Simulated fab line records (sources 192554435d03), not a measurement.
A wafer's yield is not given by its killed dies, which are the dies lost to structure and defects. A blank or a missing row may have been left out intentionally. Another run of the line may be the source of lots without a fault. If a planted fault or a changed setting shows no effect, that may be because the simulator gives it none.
Chamber matching ; flow n5_finfet ; N5_MOL_CONTACT_COAG_CMP_28 on cmp-01: 4 sister chambers
The step polishes, stops on SiNx, t overpolish 0.85 s, target thk 14.522 nm. 20 wafers are shown with their chamber, then 10 later ones without.

== WAFERS WITH THEIR CHAMBER ==
wafer;chamber;motor_current_A (A);time_to_endpoint_s (s)
L075.1;3;13.7;2.9
L075.4;0;10.9;5.0
L075.6;3;14.2;5.0
L080.2;1;10.7;3.8
L080.4;3;15.1;3.8
L080.5;1;10.8;2.1
L082.1;0;10.8;6.5
L082.4;1;10.0;1.9
L082.6;3;13.7;4.7
L085.1;3;13.5;3.9
L085.2;2;13.9;1.0
L085.3;1;9.9;2.1
L086.3;1;10.6;2.8
L086.4;3;13.5;4.0
L086.6;1;10.8;2.9
L088.3;0;11.0;5.5
L088.4;1;10.8;4.9
L088.5;2;12.9;4.1
L089.2;3;13.9;5.4
L089.4;0;10.7;7.0

SIGNATURES (averages over the wafers above)
reading;chamber 0;chamber 1;chamber 2;chamber 3;scatter within a chamber
motor_current_A;10.850;10.514;13.400;13.943;0.461
time_to_endpoint_s;6.000;2.929;2.550;4.243;1.08
Rule: for each reading, subtract the chamber's mean from the wafer's reading, divide by that reading's scatter and square the result; add these up over the readings and take the root, which gives the wafer's distance from the chamber. If the next closest chamber is less than 2 further off than the closest, the wafer can't be placed; otherwise it belongs to the closest. The scatter: the root of (the sum of the squares of (reading less its chamber's mean) over the shown wafers, divided by (wafers less chambers)).

== WAFERS WITH NO CHAMBER GIVEN ==
wafer;motor_current_A (A);time_to_endpoint_s (s)
L089.5;13.3;2.4
L093.2;10.7;6.3
L093.4;12.6;0.9
L093.6;12.9;7.1
L096.1;10.1;4.1
L096.4;13.4;8.0
L096.6;12.8;3.6
L097.2;11.1;9.1
L097.5;13.5;4.6
L097.6;9.8;4.6

== WHICH CHAMBER EACH ONE RAN IN ==
wafer;from the rows above;in truth
L089.5;can't be placed: 2 or 3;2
L093.2;0;0
L093.4;can't be placed: 2 or 3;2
L093.6;can't be placed: 3 or 2 or 0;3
L096.1;can't be placed: 1 or 0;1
L096.4;can't be placed: 3 or 2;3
L096.6;can't be placed: 2 or 3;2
L097.2;0;0
L097.5;can't be placed: 3 or 2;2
L097.6;can't be placed: 1 or 0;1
Correctly placed: 2 of 10. Cannot be placed on the basis of these rows: 8; the candidates contain the true chamber in 8. 0 placed wrongly.
